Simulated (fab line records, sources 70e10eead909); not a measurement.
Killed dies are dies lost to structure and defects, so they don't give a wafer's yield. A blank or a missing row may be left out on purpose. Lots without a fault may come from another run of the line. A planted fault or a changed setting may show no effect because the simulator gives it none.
Problem report in the 8D (eight disciplines) form, filled by code | flow nand_harc | the parts of the form that need people (team, actions taken, sign-off) are left out

1. THE PROBLEM
thk_nm at NHARC_A_ONON_D1_THK_MEAS_11 reads a mean of 1079 nm on 1 wafer of 1 lot; wafers without a fault read 1004 nm with a standard deviation of 10. That is +7.5 standard deviations from the usual mean.
The step: measures by ellipsometry.
First seen on wafer L971.2, day 15 03:46, on film_metro-02. The record holds 38 wafers of 13 lots with a number at this step. Rule for "out", or "out of limits": more than 4 standard deviations from the usual mean. The other wafers with a number count as sound.

2. WHAT IT IS AND WHAT IT IS NOT
question                    | is                | is not
which readings at this step | thk_nm            | -
which lots                  | L971              | L953, L954, L955, L956, L957, L958, L959, L961, L962, L963, L965, L976
which wafers of those lots  | L971.2            | L971.5
read on which gauges        | film_metro-02     | film_metro-01
when                        | from day 15 03:46 | up to then (34 sound wafers); but 3 sound wafers of L976 came after

3. SUSPECTS, AND WHAT RULES EACH OUT
Counting: a tool at a process step up to the reading stays a suspect if it ran every lot that is out. Sound lots after the first of them don't rule it out here, since some wafers of a struck lot are sound.
- the gauge at NHARC_A_ONON_D1_THK_MEAS_11: kept. All the wafers that are out were read on film_metro-02, and no step on other tools shows them out.
- pecvd_onon-03 at NHARC_A_ONON_D1_DEP_09 (target thk 1000 nm): kept. It ran the lot that is out, L971 (day 15 03:19); its last sound lot up to then is L961 (day 11 01:13).
Left after counting: pecvd_onon-03 at NHARC_A_ONON_D1_DEP_09, film_metro-02 at NHARC_A_ONON_D1_THK_MEAS_11.

4. THE CAUSE (what the simulator had put in)
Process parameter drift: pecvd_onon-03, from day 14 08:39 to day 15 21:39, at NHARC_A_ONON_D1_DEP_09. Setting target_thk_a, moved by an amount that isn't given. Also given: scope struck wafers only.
Counting left 2 suspects, and this tool is among them.

5. THE CHAIN OF EFFECTS, in route order
Each row: a reading whose mean over the struck wafers that have a number lies more than 3 standard deviations from the usual. Only readings for which the record gives a usual standard deviation are gone through. hours: the time from each lot's start at the first step in this table that gives one to its start at this step, as a median over the lots. sigmas: the change in usual standard deviations.
hours | step                        | reading | usual   | on struck wafers | change | sigmas
0     | NHARC_A_ONON_D1_THK_MEAS_11 | thk_nm  | 1004 nm | 1079             | +75    | +7.5

6. WHAT WOULD HAVE CAUGHT IT SOONER
In this record the first reading out of limits at a measuring or inspecting step was taken at day 15 03:46, 19 hours after the fault began at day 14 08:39.
All the lots that are out (1) had begun NHARC_A_ONON_D1_DEP_09 on pecvd_onon-03 by day 15 03:46. A hold on the tool at that time would have spared none of them.
